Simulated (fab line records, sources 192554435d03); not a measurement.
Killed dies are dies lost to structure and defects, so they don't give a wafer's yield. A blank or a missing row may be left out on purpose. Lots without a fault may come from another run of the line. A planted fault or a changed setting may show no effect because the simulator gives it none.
Which tool did it? | flow n5_finfet | 24 lots, 72 wafers sampled, at 5 steps of a route of 1938

WHAT THE GAUGES READ, wafer by wafer
N5_BEOL_M4_INSPECT_13: inspects for defects (brightfield). Usual: raw_defect_count 426, standard deviation 91.
lot  | measured     | on                | raw_defect_count | flag
L074 | day 7 10:52  | defect_inspect-01 | 386 454 541      |
L075 | day 7 20:56  | defect_inspect-01 | 327 442 352      |
L076 | day 8 03:50  | defect_inspect-01 | 480 406 511      |
L077 | day 8 15:09  | defect_inspect-02 | 447 237 247      |
L079 | day 8 19:57  | defect_inspect-01 | 460 279 495      |
L080 | day 9 00:52  | defect_inspect-02 | 434 461 478      |
L078 | day 9 04:18  | defect_inspect-02 | 331 362 315      |
L081 | day 9 12:31  | defect_inspect-01 | 497 421 366      |
L082 | day 9 13:16  | defect_inspect-02 | 482 476 617      |
L085 | day 10 05:41 | defect_inspect-02 | 438 342 405      |
L084 | day 10 12:40 | defect_inspect-02 | 343 337 364      |
L083 | day 10 17:01 | defect_inspect-01 | 371 313 346      |
L086 | day 10 21:25 | defect_inspect-01 | 506 421 571      |
L087 | day 10 18:50 | defect_inspect-01 | 586 455 537      |
L088 | day 11 08:05 | defect_inspect-01 | 402 372 295      |
L090 | day 11 09:08 | defect_inspect-02 | 280 377 360      |
L091 | day 12 01:25 | defect_inspect-02 | 475 308 380      |
L089 | day 12 04:17 | defect_inspect-02 | 477 574 571      |
L092 | day 12 04:50 | defect_inspect-02 | 491 498 414      |
L093 | day 12 05:22 | defect_inspect-01 | 414 426 427      |
L094 | day 12 14:37 | defect_inspect-02 | 369 420 294      |
L095 | day 13 01:24 | defect_inspect-01 | 362 363 416      |
L096 | day 13 15:47 | defect_inspect-02 | 565 535 420      |
L097 | day 13 17:00 | defect_inspect-01 | 476 365 394      |

N5_BEOL_M4_INSPECT_30: inspects for defects (brightfield). Usual: raw_defect_count 428, standard deviation 94.
lot  | measured     | on                | raw_defect_count | flag
L074 | day 7 11:45  | defect_inspect-01 | 402 475 543      |
L075 | day 7 21:50  | defect_inspect-01 | 334 430 356      |
L076 | day 8 04:56  | defect_inspect-02 | 530 421 520      |
L077 | day 8 16:18  | defect_inspect-02 | 470 231 242      |
L079 | day 8 21:02  | defect_inspect-01 | 485 303 485      |
L080 | day 9 01:52  | defect_inspect-02 | 465 472 482      |
L078 | day 9 05:14  | defect_inspect-02 | 321 354 299      |
L081 | day 9 13:32  | defect_inspect-02 | 556 434 344      |
L082 | day 9 14:10  | defect_inspect-01 | 450 483 601      |
L085 | day 10 06:41 | defect_inspect-01 | 419 328 403      |
L084 | day 10 13:38 | defect_inspect-02 | 352 339 352      |
L083 | day 10 17:54 | defect_inspect-01 | 342 323 332      |
L086 | day 10 23:14 | defect_inspect-01 | 505 441 580      |
L087 | day 10 20:03 | defect_inspect-01 | 591 410 549      |
L088 | day 11 09:05 | defect_inspect-02 | 411 378 302      |
L090 | day 11 10:04 | defect_inspect-02 | 267 410 367      |
L091 | day 12 02:26 | defect_inspect-01 | 461 298 357      |
L089 | day 12 05:23 | defect_inspect-02 | 464 598 608      |
L092 | day 12 05:50 | defect_inspect-01 | 462 468 399      |
L093 | day 12 06:15 | defect_inspect-01 | 413 427 443      |
L094 | day 12 17:02 | defect_inspect-02 | 355 428 289      |
L095 | day 13 02:17 | defect_inspect-02 | 373 395 465      |
L096 | day 13 16:47 | defect_inspect-02 | 540 555 404      |
L097 | day 13 17:55 | defect_inspect-01 | 484 330 404      |

WHICH TOOL RAN EACH LOT (tool, then ch and the chambers of the sampled wafers, then the start)
lot  | N5_BEOL_M3_SPUTTER_86        | N5_BEOL_M3_SPUTTER_94        | N5_BEOL_M3_SPUTTER_96
L074 | pvd_sputter-03, day 7 07:13  | pvd_sputter-03, day 7 08:05  | pvd_sputter-03, day 7 08:19
L075 | pvd_sputter-03, day 7 15:06  | pvd_sputter-03, day 7 15:59  | pvd_sputter-03, day 7 16:12
L076 | pvd_sputter-01, day 8 00:28  | pvd_sputter-01, day 8 01:21  | pvd_sputter-01, day 8 01:34
L077 | pvd_sputter-03, day 8 10:07  | pvd_sputter-03, day 8 11:00  | pvd_sputter-03, day 8 11:13
L079 | pvd_sputter-01, day 8 16:58  | pvd_sputter-01, day 8 17:50  | pvd_sputter-01, day 8 18:04
L080 | pvd_sputter-01, day 8 21:48  | pvd_sputter-01, day 8 22:41  | pvd_sputter-01, day 8 22:54
L078 | pvd_sputter-03, day 9 00:59  | pvd_sputter-03, day 9 01:52  | pvd_sputter-03, day 9 02:05
L081 | pvd_sputter-01, day 9 07:23  | pvd_sputter-01, day 9 08:16  | pvd_sputter-01, day 9 08:29
L082 | pvd_sputter-01, day 9 10:23  | pvd_sputter-01, day 9 11:16  | pvd_sputter-01, day 9 11:29
L085 | pvd_sputter-01, day 10 01:41 | pvd_sputter-01, day 10 02:34 | pvd_sputter-01, day 10 02:47
L084 | pvd_sputter-02, day 10 09:02 | pvd_sputter-02, day 10 09:55 | pvd_sputter-02, day 10 10:08
L083 | pvd_sputter-02, day 10 10:52 | pvd_sputter-02, day 10 11:45 | pvd_sputter-02, day 10 11:58
L086 | pvd_sputter-01, day 10 13:56 | pvd_sputter-01, day 10 17:35 | pvd_sputter-01, day 10 17:49
L087 | pvd_sputter-03, day 10 15:37 | pvd_sputter-03, day 10 16:30 | pvd_sputter-03, day 10 16:43
L088 | pvd_sputter-01, day 11 02:47 | pvd_sputter-01, day 11 03:40 | pvd_sputter-01, day 11 03:53
L090 | pvd_sputter-03, day 11 05:49 | pvd_sputter-03, day 11 06:41 | pvd_sputter-03, day 11 06:55
L091 | pvd_sputter-03, day 11 21:06 | pvd_sputter-03, day 11 21:59 | pvd_sputter-03, day 11 22:12
L089 | pvd_sputter-02, day 11 23:46 | pvd_sputter-02, day 12 00:38 | pvd_sputter-02, day 12 00:52
L092 | pvd_sputter-03, day 12 01:24 | pvd_sputter-03, day 12 02:17 | pvd_sputter-03, day 12 02:30
L093 | pvd_sputter-02, day 12 02:29 | pvd_sputter-02, day 12 03:22 | pvd_sputter-02, day 12 03:35
L094 | pvd_sputter-01, day 12 10:19 | pvd_sputter-01, day 12 11:11 | pvd_sputter-01, day 12 11:25
L095 | pvd_sputter-03, day 12 20:03 | pvd_sputter-03, day 12 20:56 | pvd_sputter-03, day 12 21:09
L096 | pvd_sputter-03, day 13 11:29 | pvd_sputter-03, day 13 12:22 | pvd_sputter-03, day 13 12:35
L097 | pvd_sputter-01, day 13 14:01 | pvd_sputter-01, day 13 14:54 | pvd_sputter-01, day 13 15:07
- N5_BEOL_M3_SPUTTER_86: material Cu, target thk 4.5 nm, time 8.29 s.
- N5_BEOL_M3_SPUTTER_94: material Cu, target thk 4.5 nm, time 8.29 s.
- N5_BEOL_M3_SPUTTER_96: material Cu, target thk 4.5 nm, time 8.29 s.

WHAT THE TOOLS THEMSELVES READ (means of the sampled wafers that have a number; where no wafer has one, the mark that the record gives instead)
N5_BEOL_M3_SPUTTER_86. Usual: throttle_valve_pct 30.3 %, standard deviation 0.4.
lot  | tool           | throttle_valve_pct (%) | flag
L074 | pvd_sputter-03 | 30.2                   |
L075 | pvd_sputter-03 | 30.1                   |
L076 | pvd_sputter-01 | 30.7                   |
L077 | pvd_sputter-03 | 30.0                   |
L079 | pvd_sputter-01 | 30.5                   |
L080 | pvd_sputter-01 | 30.3                   |
L078 | pvd_sputter-03 | 30.1                   |
L081 | pvd_sputter-01 | 30.2                   |
L082 | pvd_sputter-01 | 30.0                   |
L085 | pvd_sputter-01 | 30.2                   |
L084 | pvd_sputter-02 | 30.7                   |
L083 | pvd_sputter-02 | 30.7                   |
L086 | pvd_sputter-01 | 30.6                   |
L087 | pvd_sputter-03 | 30.3                   |
L088 | pvd_sputter-01 | 30.2                   |
L090 | pvd_sputter-03 | 30.1                   |
L091 | pvd_sputter-03 | 30.2                   |
L089 | pvd_sputter-02 | 30.7                   |
L092 | pvd_sputter-03 | 30.0                   |
L093 | pvd_sputter-02 | 30.7                   |
L094 | pvd_sputter-01 | 30.5                   |
L095 | pvd_sputter-03 | 30.1                   |
L096 | pvd_sputter-03 | 30.2                   |
L097 | pvd_sputter-01 | 30.2                   |

N5_BEOL_M3_SPUTTER_94. Usual: throttle_valve_pct 30.3 %, standard deviation 0.42.
lot  | tool           | throttle_valve_pct (%) | flag
L074 | pvd_sputter-03 | 30.3                   |
L075 | pvd_sputter-03 | 30.3                   |
L076 | pvd_sputter-01 | 30.8                   |
L077 | pvd_sputter-03 | 29.7                   |
L079 | pvd_sputter-01 | 30.5                   |
L080 | pvd_sputter-01 | 30.4                   |
L078 | pvd_sputter-03 | 30.2                   |
L081 | pvd_sputter-01 | 30.1                   |
L082 | pvd_sputter-01 | 30.0                   |
L085 | pvd_sputter-01 | 30.3                   |
L084 | pvd_sputter-02 | 30.8                   |
L083 | pvd_sputter-02 | 30.9                   |
L086 | pvd_sputter-01 | 30.7                   |
L087 | pvd_sputter-03 | 30.4                   |
L088 | pvd_sputter-01 | 30.2                   |
L090 | pvd_sputter-03 | 30.1                   |
L091 | pvd_sputter-03 | 29.9                   |
L089 | pvd_sputter-02 | 30.6                   |
L092 | pvd_sputter-03 | 30.1                   |
L093 | pvd_sputter-02 | 30.7                   |
L094 | pvd_sputter-01 | 30.5                   |
L095 | pvd_sputter-03 | 30.0                   |
L096 | pvd_sputter-03 | 30.3                   |
L097 | pvd_sputter-01 | 30.3                   |

N5_BEOL_M3_SPUTTER_96. Usual: throttle_valve_pct 30.3 %, standard deviation 0.42.
lot  | tool           | throttle_valve_pct (%) | flag
L074 | pvd_sputter-03 | 30.0                   |
L075 | pvd_sputter-03 | 30.3                   |
L076 | pvd_sputter-01 | 30.7                   |
L077 | pvd_sputter-03 | 30.1                   |
L079 | pvd_sputter-01 | 30.6                   |
L080 | pvd_sputter-01 | 30.3                   |
L078 | pvd_sputter-03 | 30.2                   |
L081 | pvd_sputter-01 | 30.3                   |
L082 | pvd_sputter-01 | 30.0                   |
L085 | pvd_sputter-01 | 30.2                   |
L084 | pvd_sputter-02 | 30.6                   |
L083 | pvd_sputter-02 | 30.7                   |
L086 | pvd_sputter-01 | 30.5                   |
L087 | pvd_sputter-03 | 30.5                   |
L088 | pvd_sputter-01 | 30.0                   |
L090 | pvd_sputter-03 | 30.1                   |
L091 | pvd_sputter-03 | 30.0                   |
L089 | pvd_sputter-02 | 30.7                   |
L092 | pvd_sputter-03 | 30.0                   |
L093 | pvd_sputter-02 | 30.7                   |
L094 | pvd_sputter-01 | 30.6                   |
L095 | pvd_sputter-03 | 30.1                   |
L096 | pvd_sputter-03 | 30.0                   |
L097 | pvd_sputter-01 | 30.3                   |

THE ANSWER, worked out from the rows above alone
Rule: a lot is off if the mean of its wafers that have a number lies more than 3 standard deviations from the usual mean. A lot without any number at a reading at which 4 lots or more have one is off too. The other lots that the step has rows for count as sound. The gauges are gone through in route order, then the tools' own readings, and for those a lot's mean is taken as printed above. The first step at which some lot is off is used, and at that step the reading that is off furthest; a lot without a number counts as furthest.
No lot is off at any reading shown: from this, nothing can be told.

WHAT THE SIMULATOR HAD PUT IN
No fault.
